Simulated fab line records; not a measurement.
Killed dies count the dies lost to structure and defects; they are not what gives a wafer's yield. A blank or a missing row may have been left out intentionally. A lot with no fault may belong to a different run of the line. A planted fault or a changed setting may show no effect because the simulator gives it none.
fab line records	flow nandHarc
record lots=6	wafers=18	lastDay=33
route steps=1302 shown P_M0@280 P_M1@285
lots that met no fault: from a run of the same line without faults
startH: hours from the record's first day to the start of the lot's first wafer shown	waitH: hours from the lot's prior step to this one	" the same as in the row above	L1.1+2: a row that stands for several wafers	- no value present, or no start provided	* or withheld: withheld	< > ~ a bound
route shown NAME@n: names a module that has steps shown in the file, with the first one's number in the route	usual: mean/standard deviation of fault-free wafers	same: alike in all rows	chamber/n: place in a boat	sites: each site's reading	_std_site: their standard deviation	_edge_site: the outer-site mean with the inner-site mean subtracted	radiusMm: how far each site lies from the wafer's centre	mask NAME#n: copy n	behind: the tool/chamber that last shaped the wafer	hold: cause of the lot's hold/its duration in hours/its outcome	device: which transistor (n, p or np) failed to switch	end of line: the same wafers' tests at the end of the route	for a step that has no rows: nothing shown but its recipe	killed: count of dies lost to structure and defects at first sort (not the wafer's yield)	map: dies across one wafer; x = killed, . = not, _ = none there
set.NAME: the setting the step ran with; set.NAME@STEP: the setting that earlier step ran with	model.NAME: the simulator's own value behind a step, which no gauge read
lots at some steps of the route; a table a step, a row a wafer
services: a tool's chamber out of use, with start hour (startH, from the record's first day; less than 0 if before it), hours out, and reason
## steps
# step NHARC_P_M0_SRD_25
# step NHARC_P_M0_INSPECT_27
# usual rawDefectCount=295/120
lot.wafer	tool	chamber	startH	waitH	rawDefectCount
L292.2	defectInspect-02	-	173.21	0.0	237
L292.4	"	-	"	"	191
L292.5	"	-	"	"	311
L293.1	defectInspect-02	-	174.26	0.0	387
L293.2	"	-	"	"	192
L293.5	"	-	"	"	126
L298.2	defectInspect-01	-	223.71	0.0	524
L298.5	"	-	"	"	428
L298.6	"	-	"	"	470
L304.1	defectInspect-02	-	286.74	0.0	361
L304.2	"	-	"	"	184
L304.3	"	-	"	"	329
L307.1	defectInspect-02	-	315.45	0.0	387
L307.2	"	-	"	"	240
L307.4	"	-	"	"	297
L310.3	defectInspect-01	-	347.08	0.0	246
L310.4	"	-	"	"	393
L310.6	"	-	"	"	178
# step NHARC_P_M0_PRE_CLEAN_31
# recipe timeS=12	tempC=370	rfPowerW=300	gas=NH3
# usual heaterPowerW=610/86
# same timeS=12
lot.wafer	tool	chamber	startH	waitH	heaterPowerW
L292.2	pecvd-02	0	173.27	0.1	632
L292.5	"	0	"	"	619
L292.4	"	1	"	"	585
L293.1	pecvd-02	0	174.34	0.1	697
L293.2	"	1	"	"	550
L293.5	"	1	"	"	569
L298.2	pecvd-02	0	223.79	0.1	651
L298.5	"	2	"	"	589
L298.6	"	0	"	"	650
L304.3	pecvd-02	1	286.81	0.1	515
L304.1	"	2	"	"	540
L304.2	"	0	"	"	601
L307.2	pecvd-03	0	315.52	0.1	588
L307.1	"	2	"	"	564
L307.4	"	2	"	"	538
L310.3	pecvd-04	0	347.16	0.1	815
L310.4	"	2	"	"	665
L310.6	"	0	"	"	812
# step NHARC_P_M0_DEP_32
# recipe targetThkA=300	tempC=370	targetThkNm=30	pressureTorr=3	flowSccm=200	rfW=450	material=SiCN
# usual heaterPowerW=555/81
lot.wafer	tool	chamber	startH	waitH	heaterPowerW
L292.2	pecvd-02	0	173.35	0.1	633
L292.5	"	0	"	"	622
L292.4	"	1	"	"	468
L293.1	pecvd-02	0	174.45	0.1	641
L293.2	"	1	"	"	498
L293.5	"	1	"	"	514
L298.2	pecvd-02	0	223.90	0.1	577
L298.5	"	2	"	"	464
L298.6	"	0	"	"	567
L304.3	pecvd-02	1	286.89	0.1	540
L304.1	"	2	"	"	508
L304.2	"	0	"	"	544
L307.2	pecvd-03	0	315.60	0.1	571
L307.1	"	2	"	"	449
L307.4	"	2	"	"	454
L310.3	pecvd-04	0	347.27	0.1	718
L310.4	"	2	"	"	577
L310.6	"	0	"	"	730
# step NHARC_P_M1_DEP_00
# recipe targetThkA=1825	targetThkNm=182.5	tempC=withheld	pressureTorr=5	flowSccm=200	rfW=600	material=SiOC
# step NHARC_P_M1_DEHYDRATE_01
# recipe tempC=150	timeS=120
# step NHARC_P_M1_HMDS_02
# recipe timeS=30
# step NHARC_P_M1_COAT_34
# recipe tempC=200	timeS=65
# step NHARC_P_M1_COAT_03
# recipe spinRpm=1500	resistThkNm=90
# step NHARC_P_M1_SOFTBAKE_04
# recipe tempC=105	timeS=55
# step NHARC_P_M1_EBR_05
# step NHARC_P_M1_EXPOSE_06
# recipe na=1.35	targetCdNm=130	doseMj=81.88	maskId=P_M1
# usual exposureDoseMJCm2=81.87/0.07
lot.wafer	tool	chamber	startH	waitH	mask	exposureDoseMJCm2
L292.2	arfiScanner-03	0	174.47	-	P_M1#0	81.79
L292.4	"	0	"	"	P_M1#0	81.98
L292.5	"	0	"	"	P_M1#0	81.79
L293.1	arfiScanner-03	0	175.36	-	P_M1#0	81.86
L293.2	"	0	"	"	P_M1#0	81.86
L293.5	"	0	"	"	P_M1#0	81.84
L298.2	arfiScanner-01	0	224.97	-	P_M1#0	81.83
L298.5	"	0	"	"	P_M1#0	81.85
L298.6	"	0	"	"	P_M1#0	81.93
L304.1	arfiScanner-03	0	287.99	-	P_M1#0	115.30
L304.2	"	0	"	"	P_M1#0	115.25
L304.3	"	0	"	"	P_M1#0	115.21
L307.1	arfiScanner-03	0	316.71	-	P_M1#0	108.68
L307.2	"	0	"	"	P_M1#0	108.62
L307.4	"	0	"	"	P_M1#0	108.61
L310.3	arfiScanner-01	0	348.19	-	P_M1#0	81.97
L310.4	"	0	"	"	P_M1#0	81.96
L310.6	"	0	"	"	P_M1#0	81.86
# step NHARC_P_M1_PEB_07
# recipe pebTempC=100	pebTimeS=65
# step NHARC_P_M1_DEVELOP_08
# recipe developTimeS=35	devTempC=23
# step NHARC_P_M1_CD_MEAS_09
# recipe targetCdNm=130	landingEnergyEv=500
# usual cdNm=130.1/0.77
lot.wafer	tool	chamber	startH	waitH	hold	cdNm
L292.2	cdSem-03	0	174.61	-	-	129.9
L292.4	"	0	"	"	-	129.0
L292.5	"	0	"	"	-	130.1
L293.1	cdSem-01	0	175.50	-	-	129.2
L293.2	"	0	"	"	-	129.4
L293.5	"	0	"	"	-	129.2
L298.2	cdSem-02	0	225.11	-	-	129.3
L298.5	"	0	"	"	-	129.8
L298.6	"	0	"	"	-	130.5
L304.1	cdSem-03	0	288.14	-	awaitDispo/0.2h/release	151.8
L304.2	"	0	"	"	awaitDispo/0.2h/release	151.3
L304.3	"	0	"	"	awaitDispo/0.2h/release	150.4
L304.1	cdSem-03	0	-	-	-	151.4
L304.2	"	0	"	"	-	150.8
L304.3	"	0	"	"	-	150.1
L307.1	cdSem-03	0	316.85	-	awaitDispo/0.2h/release	146.0
L307.2	"	0	"	"	awaitDispo/0.2h/release	146.3
L307.4	"	0	"	"	awaitDispo/0.2h/release	148.1
L307.1	cdSem-03	0	-	-	-	145.6
L307.2	"	0	"	"	-	146.6
L307.4	"	0	"	"	-	147.7
L310.3	cdSem-03	0	348.33	-	-	130.2
L310.4	"	0	"	"	-	130.9
L310.6	"	0	"	"	-	129.6
# step NHARC_P_M1_OVL_MEAS_10
# recipe pitchNm=260
# usual overlayXNm=-0.1/0.81	overlayYNm=-0.1/0.8
lot.wafer	tool	chamber	startH	waitH	hold	overlayXNm	overlayYNm
L292.2	overlay-02	-	174.69	-	-	1.9	1.1
L292.4	"	-	"	"	-	2.1	2.1
L292.5	"	-	"	"	-	1.9	1.1
L293.1	overlay-01	-	175.59	-	-	0.1	-0.7
L293.2	"	-	"	"	-	-0.2	-0.4
L293.5	"	-	"	"	-	-0.4	-0.5
L298.2	overlay-02	-	225.21	-	-	-0.4	-0.8
L298.5	"	-	"	"	-	-0.1	-0.7
L298.6	"	-	"	"	-	0.5	-1.9
L304.1	overlay-01	-	290.48	-	awaitDispo/2.1h/release	0.2	0.2
L304.2	"	-	"	"	awaitDispo/2.1h/release	0.4	0.1
L304.3	"	-	"	"	awaitDispo/2.1h/release	0.0	0.8
L307.1	overlay-01	-	320.76	-	awaitDispo/3.6h/release	-0.2	-0.4
L307.2	"	-	"	"	awaitDispo/3.6h/release	0.2	-0.2
L307.4	"	-	"	"	awaitDispo/3.6h/release	0.1	0.4
L310.3	overlay-02	-	348.41	-	-	-0.3	0.6
L310.4	"	-	"	"	-	-0.2	0.4
L310.6	"	-	"	"	-	-0.4	0.3
# step NHARC_P_M1_INSPECT_11
# usual rawDefectCount=5/3.7
lot.wafer	tool	chamber	startH	waitH	rawDefectCount
L292.2	defectInspect-01	-	174.73	0.0	5
L292.4	"	-	"	"	2
L292.5	"	-	"	"	1
L293.1	defectInspect-02	-	175.63	0.0	3
L293.2	"	-	"	"	5
L293.5	"	-	"	"	0
L298.2	defectInspect-01	-	225.25	0.0	8
L298.5	"	-	"	"	4
L298.6	"	-	"	"	4
L304.1	defectInspect-02	-	290.52	0.0	3
L304.2	"	-	"	"	5
L304.3	"	-	"	"	6
L307.1	defectInspect-01	-	320.80	0.0	4
L307.2	"	-	"	"	7
L307.4	"	-	"	"	13
L310.3	defectInspect-02	-	348.45	0.0	1
L310.4	"	-	"	"	2
L310.6	"	-	"	"	2
# step NHARC_P_M1_DESCUM_14
# recipe timeS=3	o2FlowSccm=200	arFlowSccm=0	biasPowerW=0	chemistry=O2
# usual drypumpMotorCurrentA=5.9/0.46	oesProductAu=1.007/0.017	rfVppV=57.6/0.86	showerheadPlenumPTorr=1.90/0.073	throttleValvePct=11.311/0.0084
# same biasPowerW=0	timeS=3
lot.wafer	tool	chamber	startH	waitH	drypumpMotorCurrentA	oesProductAu	rfHoursCounterH	rfVppV	showerheadPlenumPTorr	throttleValvePct	model.P_M1.cdNm
L292.4	rieDiel-12	3	174.79	0.1	6.6	1.004	5	57.4	1.91	11.293	129.1
L292.2	"	1	"	"	5.2	1.042	5	58.7	1.81	11.316	131.4
L292.5	"	0	"	"	5.7	0.995	-	57.3	1.86	11.311	129.6
L293.1	rieDiel-12	1	175.69	0.1	5.2	1.045	5	57.1	1.81	11.303	130.7
L293.2	"	3	"	"	6.6	1.008	5	55.5	1.91	11.311	128.7
L293.5	"	1	"	"	5.2	1.045	-	57.2	1.81	11.312	130.5
L298.2	rieDiel-12	2	225.33	0.1	5.7	0.989	7	57.9	1.89	11.307	129.4
L298.6	"	3	"	"	6.6	1.004	-	56.2	1.91	11.309	130
L298.5	"	0	"	"	5.7	0.981	-	57.7	1.86	11.313	130.6
L304.3	rieDiel-12	0	290.58	0.1	5.7	1.010	1	56.6	1.86	11.298	150.2
L304.1	"	2	"	"	5.7	1.009	0	58.9	1.88	11.319	151.6
L304.2	"	3	"	"	6.6	1.018	0	58.9	1.90	11.321	151.1
L307.2	rieDiel-12	3	320.86	0.1	6.6	1.034	2	55.8	1.90	11.308	146.5
L307.1	"	0	"	"	5.7	0.993	2	56.7	1.86	11.310	145.8
L307.4	"	1	"	"	5.2	1.027	2	55.9	1.80	11.318	148.6
L310.4	rieDiel-12	0	348.52	0.1	5.7	0.993	4	57.2	1.86	11.319	129.5
L310.3	"	1	"	"	5.2	1.031	4	57.8	1.80	11.314	130.7
L310.6	"	2	"	"	5.7	1.010	-	58.1	1.88	11.312	129.3
# step NHARC_P_M1_ETCH_35
# recipe targetDepthA=400	overetchA=120	timeS=43.94	ionEnergyEv=200	n2FlowSccm=150	h2FlowSccm=150	arFlowSccm=0	rfW=400	biasW=150	chemistry=N2/H2
# usual drypumpMotorCurrentA=5.8/0.46	oesProductAu=1.005/0.017	rfVppV=430.0/2.5	showerheadPlenumPTorr=2.02/0.081	throttleValvePct=14.170/0.0086
# same timeS=43.94
lot.wafer	tool	chamber	startH	waitH	drypumpMotorCurrentA	oesProductAu	rfHoursCounterH	rfVppV	showerheadPlenumPTorr	throttleValvePct
L292.4	rieDiel-12	1	174.88	0.1	5.2	1.034	5	426.4	1.92	14.165
L292.2	"	2	"	"	5.7	0.980	4	431.0	2.01	14.170
L292.5	"	2	"	"	5.7	0.992	-	428.8	2.01	14.159
L293.1	rieDiel-12	0	175.78	0.1	5.7	0.988	5	428.7	1.99	14.159
L293.2	"	1	"	"	5.2	1.042	5	427.3	1.92	14.171
L293.5	"	2	"	"	5.7	0.991	-	428.7	2.01	14.171
L298.2	rieDiel-12	2	225.41	0.1	5.7	0.987	7	428.5	2.01	14.177
L298.5	"	3	"	"	6.6	0.982	-	431.3	2.03	14.168
L298.6	"	0	"	"	5.7	0.982	-	426.7	1.98	14.163
L304.2	rieDiel-12	0	290.67	0.1	5.7	0.994	1	430.8	1.98	14.174
L304.3	"	1	"	"	5.2	1.027	1	427.3	1.92	14.175
L304.1	"	3	"	"	6.6	1.026	0	428.7	2.03	14.185
L307.1	rieDiel-12	0	320.95	0.1	5.7	0.998	2	429.7	1.98	14.186
L307.4	"	1	"	"	5.2	1.030	2	426.9	1.92	14.153
L307.2	"	2	"	"	5.7	1.016	1	431.0	2.01	14.165
L310.4	rieDiel-12	1	348.59	0.1	5.2	1.026	4	427.6	1.92	14.173
L310.3	"	2	"	"	5.7	1.018	3	429.9	2.01	14.181
L310.6	"	2	"	"	5.7	1.012	-	430.8	2.01	14.170
# step NHARC_P_M1_ETCH_15
# recipe targetDepthA=1825	timeS=91.2	c4f8FlowSccm=withheld	arFlowSccm=400	rfW=600	biasW=300	chemistry=C4F8/Ar
# usual oesProductAu=0.962/0.026	rfVppV=440.1/2.3
# same timeS=91.2
lot.wafer	tool	chamber	startH	waitH	oesProductAu	rfHoursCounterH	rfVppV
L292.4	rieDiel-12	0	-	-	0.934	4	439.1
L292.2	"	2	"	"	0.949	4	438.9
L292.5	"	3	"	"	0.944	-	440.5
L293.2	rieDiel-12	1	-	-	1.006	5	437.0
L293.1	"	3	"	"	0.983	5	440.7
L293.5	"	1	"	"	1.007	-	439.0
L298.2	rieDiel-12	0	-	-	0.907	8	438.6
L298.6	"	1	"	"	0.960	-	437.5
L298.5	"	2	"	"	0.909	-	439.0
L304.2	rieDiel-12	1	-	-	0.990	1	437.0
L304.3	"	2	"	"	0.983	1	441.6
L304.1	"	0	"	"	0.956	1	439.6
L307.1	rieDiel-12	1	-	-	0.984	2	437.5
L307.4	"	2	"	"	0.985	1	438.5
L307.2	"	3	"	"	0.976	2	440.3
L310.4	rieDiel-12	2	-	-	0.972	3	439.9
L310.3	"	3	"	"	0.986	3	439.5
L310.6	"	3	"	"	0.981	-	440.6
# step NHARC_P_M1_CD_MEAS_16
# usual cdNm=130.2/1.1
lot.wafer	tool	chamber	startH	waitH	hold	cdNm
L292.2	cdSem-02	-	175.10	-	-	130.5
L292.4	"	-	"	"	-	128.6
L292.5	"	-	"	"	-	129.3
L293.1	cdSem-02	-	175.99	-	-	130.5
L293.2	"	-	"	"	-	128.5
L293.5	"	-	"	"	-	130.2
L298.2	cdSem-03	-	225.61	-	-	128.0
L298.5	"	-	"	"	-	130.2
L298.6	"	-	"	"	-	130.1
L304.1	cdSem-03	-	290.89	-	awaitDispo/0.2h/release	150.8
L304.2	"	-	"	"	awaitDispo/0.2h/release	150.6
L304.3	"	-	"	"	awaitDispo/0.2h/release	150.5
L304.1	cdSem-03	-	291.07	0.2	-	150.9
L304.2	"	-	"	"	-	150.6
L304.3	"	-	"	"	-	149.8
L307.1	cdSem-01	-	321.25	-	awaitDispo/0.2h/release	145.4
L307.2	"	-	"	"	awaitDispo/0.2h/release	146.7
L307.4	"	-	"	"	awaitDispo/0.2h/release	148.8
L307.1	cdSem-01	-	321.44	0.2	-	144.8
L307.2	"	-	"	"	-	146.5
L307.4	"	-	"	"	-	149.2
L310.3	cdSem-02	-	348.82	-	-	130.5
L310.4	"	-	"	"	-	130.4
L310.6	"	-	"	"	-	129.0
# step NHARC_P_M1_STRIP_18
# recipe powerW=1000	n2FlowSccm=150	h2FlowSccm=150	arFlowSccm=0	biasW=0	chemistry=N2/H2
# usual drypumpMotorCurrentA=5.9/0.49	oesProductAu=1.004/0.017	rfVppV=90.6/1	showerheadPlenumPTorr=2.03/0.086	throttleValvePct=14.171/0.0089
lot.wafer	tool	chamber	startH	waitH	hold	drypumpMotorCurrentA	oesProductAu	rfHoursCounterH	rfVppV	showerheadPlenumPTorr	throttleValvePct
L292.2	rieDiel-01	1	175.20	0.1	-	5.7	1.022	12	90.7	2.19	14.185
L292.4	"	3	"	"	-	6.1	0.977	13	89.9	2.08	14.169
L292.5	"	0	"	"	-	5.9	1.003	-	88.4	1.95	14.175
L293.1	rieDiel-01	1	176.09	0.1	-	5.7	1.021	12	91.0	2.19	14.174
L293.2	"	2	"	"	-	6.3	1.019	13	92.8	2.13	14.164
L293.5	"	1	"	"	-	5.7	1.021	-	91.7	2.19	14.164
L298.2	rieDiel-12	2	225.76	0.1	-	5.7	0.984	7	91.1	2.01	14.171
L298.5	"	3	"	"	-	6.6	0.995	-	89.4	2.03	14.175
L298.6	"	0	"	"	-	5.7	0.986	-	89.9	1.98	14.150
L304.2	rieDiel-11	2	293.81	2.7	awaitDispo/2.7h/release	6.5	1.005	7	90.2	2.05	14.179
L304.1	"	3	"	"	awaitDispo/2.7h/release	4.8	0.994	6	89.2	1.91	14.189
L304.3	"	1	"	"	awaitDispo/2.7h/release	6.3	1.012	7	89.5	1.99	14.162
L307.2	rieDiel-01	1	327.20	5.8	awaitDispo/5.7h/release	5.7	1.004	9	90.5	2.19	14.194
L307.1	"	3	"	"	awaitDispo/5.7h/release	6.1	0.998	10	92.9	2.08	14.160
L307.4	"	3	"	"	awaitDispo/5.7h/release	6.1	1.000	-	90.2	2.08	14.179
L310.4	rieDiel-12	3	348.88	0.1	-	6.6	1.016	3	90.9	2.03	14.169
L310.3	"	2	"	"	-	5.7	1.006	3	89.7	2.01	14.184
L310.6	"	0	"	"	-	5.7	0.995	-	91.6	1.98	14.158
# step NHARC_P_M1_ETCH_28
# recipe targetDepthA=300	overEtchFrac=0.3	timeS=72.99	ionEnergyEv=150	cf4FlowSccm=50	n2FlowSccm=100	arFlowSccm=150	rfW=300	biasW=100	chemistry=CF4/N2
# usual drypumpMotorCurrentA=5.9/0.49	oesProductAu=1.003/0.016	rfVppV=314.0/1.9	showerheadPlenumPTorr=2.62/0.1	throttleValvePct=19.794/0.0087
# same timeS=72.99
lot.wafer	tool	chamber	startH	waitH	drypumpMotorCurrentA	oesProductAu	rfHoursCounterH	rfVppV	showerheadPlenumPTorr	throttleValvePct	model.P_M1.cdNm
L292.4	rieDiel-01	1	-	-	5.7	1.024	12	316.0	2.80	19.808	128
L292.2	"	3	"	"	6.1	0.994	13	314.3	2.68	19.802	128.8
L292.5	"	1	"	"	5.7	1.033	-	316.5	2.81	19.802	130.5
L293.2	rieDiel-01	3	-	-	6.1	0.983	13	316.4	2.68	19.786	127.9
L293.1	"	1	"	"	5.7	1.026	12	317.4	2.80	19.785	130
L293.5	"	0	"	"	5.9	0.998	-	312.3	2.51	19.791	129.1
L298.2	rieDiel-12	1	-	-	5.2	1.045	8	312.2	2.49	19.784	129.3
L298.6	"	1	"	"	5.2	1.046	-	311.9	2.49	19.785	130.6
L298.5	"	2	"	"	5.7	0.990	-	313.0	2.59	19.785	129.9
L304.1	rieDiel-11	2	-	-	6.5	1.002	7	315.1	2.64	19.789	150.2
L304.3	"	0	"	"	5.1	1.002	6	316.0	2.61	19.784	150.5
L304.2	"	1	"	"	6.3	1.000	7	313.2	2.57	19.806	152.3
L307.2	rieDiel-01	1	-	-	5.7	1.015	9	317.4	2.80	19.787	146.5
L307.1	"	3	"	"	6.1	0.992	10	314.5	2.67	19.788	145.6
L307.4	"	0	"	"	5.9	0.981	-	312.6	2.51	19.804	148.7
L310.4	rieDiel-12	2	-	-	5.7	1.019	3	313.8	2.59	19.795	130.7
L310.3	"	3	"	"	6.6	1.028	3	313.7	2.61	19.794	129.8
L310.6	"	3	"	"	6.6	1.027	-	313.0	2.61	19.798	129.1
# step NHARC_P_M1_STRIP_19
# recipe timeS=600	tempC=30	chemistry=postEtchResidueRemover
## services
tool	chamber	startH	hours	kind
rieDiel-12	0	149.46	-	clean
rieDiel-12	1	149.46	-	clean
rieDiel-12	2	149.46	-	clean
rieDiel-11	2	176.03	8.5	repair
arfiScanner-01	-	183.87	4.2	repair
pecvd-03	-	185.25	13.0	pm
arfiScanner-03	-	196.00	4.0	pm
rieDiel-01	-	203.80	9.0	pm
arfiScanner-01	-	210.08	0.2	repair
pecvd-02	-	227.45	13.0	pm
rieDiel-12	-	243.82	0.8	repair
arfiScanner-03	-	244.73	1.3	repair
pecvd-02	0	252.44	8.4	repair
rieDiel-11	-	256.52	9.0	pm
arfiScanner-01	-	257.94	4.0	pm
rieDiel-12	-	268.43	9.0	pm
pecvd-04	-	269.02	13.0	pm
rieDiel-01	2	289.87	30.9	repair
rieDiel-12	2	293.71	12.6	repair
pecvd-02	2	302.02	4.3	repair
pecvd-04	0	307.35	5.0	repair
rieDiel-11	1	308.06	5.9	repair
arfiScanner-03	-	312.58	1.9	repair
pecvd-02	2	343.99	4.8	repair
## key
firstSign step=NHARC_P_M1_EXPOSE_06	reading=exposureDoseMJCm2	direction=up	sigmas=99+	usual=81.87	struck=111.95
effect step=NHARC_P_M1_CD_MEAS_09	reading=visit	direction=added	through=controlLoop
effect step=NHARC_P_M1_CD_MEAS_09	reading=cdNm	direction=up	sigmas=25	usual=130.1	struck=149.0	through=controlLoop
effect step=NHARC_P_M1_CD_MEAS_16	reading=visit	direction=added	through=controlLoop
effect step=NHARC_P_M1_CD_MEAS_16	reading=cdNm	direction=up	sigmas=18	usual=130.2	struck=148.8	through=controlLoop
modelEffect step=NHARC_P_M1_DESCUM_14	value=P_M1.cdNm	without=130.3	struck=149
modelEffect step=NHARC_P_M1_ETCH_28	value=P_M1.cdNm	without=130.2	struck=149
metAt NHARC_P_M1_EXPOSE_06
struckWafers L304.1,L304.2,L304.3,L307.1,L307.2,L307.4
sortLeftOut L304.1,L304.2,L304.3,L307.1,L307.2,L307.4
loopTrim step=NHARC_P_M1_EXPOSE_06	setting=dose	lots=L307
onsetBetween 175.36 287.99
fault kind=processParameterDrift	tool=arfiScanner-03	chamber=-	onsetH=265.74	steps=NHARC_P_M1_EXPOSE_06	channel=doseMj	offset=33.401	shape=step	actsIn=theseRecipesOnly	stated=81.88
# sortLeftOut: the simulated sort isn't trusted on such a fault, so these wafers' sort isn't shown, and their yield isn't known
# loopTrim: a control loop set the setting to another value than it would have without faults
